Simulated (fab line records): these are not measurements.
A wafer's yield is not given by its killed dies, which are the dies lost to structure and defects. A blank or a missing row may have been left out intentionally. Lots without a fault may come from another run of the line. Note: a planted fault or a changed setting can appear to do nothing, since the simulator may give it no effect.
One fault seen from 2 desks + flow nandHarc + what lay behind the numbers comes last; until then each desk has only its own

== DESK OF THE TOOL OWNER: harEtch-01 ==
The tool's own readings at NHARC_A_CHANNEL_HOLE_D1_ETCH_22 (etches the open film in C4F8/O2/Ar, time 666.7 s, target depth 1600 nm): means of the sampled wafers that have a number, for each lot that ran on this tool. Any lot whose mean is over 4 standard deviations away from the usual mean is out of limits and marked OUT; that distance is given in the brackets.
Columns: A = drypumpMotorCurrentA at NHARC_A_CHANNEL_HOLE_D1_ETCH_22, usual 5.85 A; B = showerheadPlenumPTorr at NHARC_A_CHANNEL_HOLE_D1_ETCH_22, usual 3.60 Torr; C = throttleValvePct at NHARC_A_CHANNEL_HOLE_D1_ETCH_22, usual 32.156 %
| lot  | first seen here | A    | B    | C      |
|------|-----------------|------|------|--------|
| L439 | day 9 16:37     | 5.93 | 3.66 | 32.162 |
| L441 | day 10 11:54    | 5.82 | 3.59 | 32.164 |
| L442 | day 10 20:49    | 5.94 | 3.65 | 32.163 |
| L443 | day 11 15:10    | 5.91 | 3.65 | 32.156 |
| L445 | day 12 04:31    | 5.83 | 3.58 | 32.151 |
| L448 | day 13 08:29    | 5.90 | 3.64 | 32.155 |
| L449 | day 13 17:01    | 5.93 | 3.63 | 32.163 |
| L450 | day 14 12:59    | 5.91 | 3.63 | 32.150 |
| L457 | day 17 05:53    | 5.83 | 3.54 | 32.152 |
| L459 | day 18 12:08    | 5.82 | 3.53 | 32.148 |
Result from this desk: across the 10 lots, nothing is out of limits.

== FROM THE METROLOGY DESK ==
Lot by lot, what the gauges showed, no matter which tool ran the lot: averages of those sampled wafers that carry a number. Any lot whose mean is over 4 standard deviations away from the usual mean is out of limits and marked OUT; that distance is given in the brackets.
Columns: A = thkNm at NHARC_A_ONON_D1_THK_MEAS_24, usual 998 nm; B = thkNm at NHARC_A_ONON_D1_THK_MEAS_34, usual 199.4 nm
| lot  | first seen here | A    | B     |
|------|-----------------|------|-------|
| L439 | day 9 09:55     | 1006 | 201.7 |
| L441 | day 10 01:25    | 980  | 197.2 |
| L442 | day 10 11:43    | 1007 | 199.0 |
| L443 | day 11 08:01    | 1012 | 201.5 |
| L444 | day 11 21:37    | 998  | 200.1 |
| L445 | day 11 21:38    | 999  | 200.7 |
| L448 | day 13 01:51    | 1004 | 199.2 |
| L449 | day 13 10:05    | 979  | 199.7 |
| L450 | day 14 03:18    | 1004 | 197.8 |
| L456 | day 16 08:17    | 991  | 199.4 |
| L457 | day 16 21:15    | 989  | 198.3 |
| L459 | day 18 04:41    | 988  | 199.4 |
Result from this desk: across the 12 lots, nothing is out of limits.

== BROUGHT TOGETHER ==
Nothing out of limits was seen by the tool owner's desk.
Metrology desk: nothing out of limits seen.

== WHAT THE SIMULATOR PUT IN ==
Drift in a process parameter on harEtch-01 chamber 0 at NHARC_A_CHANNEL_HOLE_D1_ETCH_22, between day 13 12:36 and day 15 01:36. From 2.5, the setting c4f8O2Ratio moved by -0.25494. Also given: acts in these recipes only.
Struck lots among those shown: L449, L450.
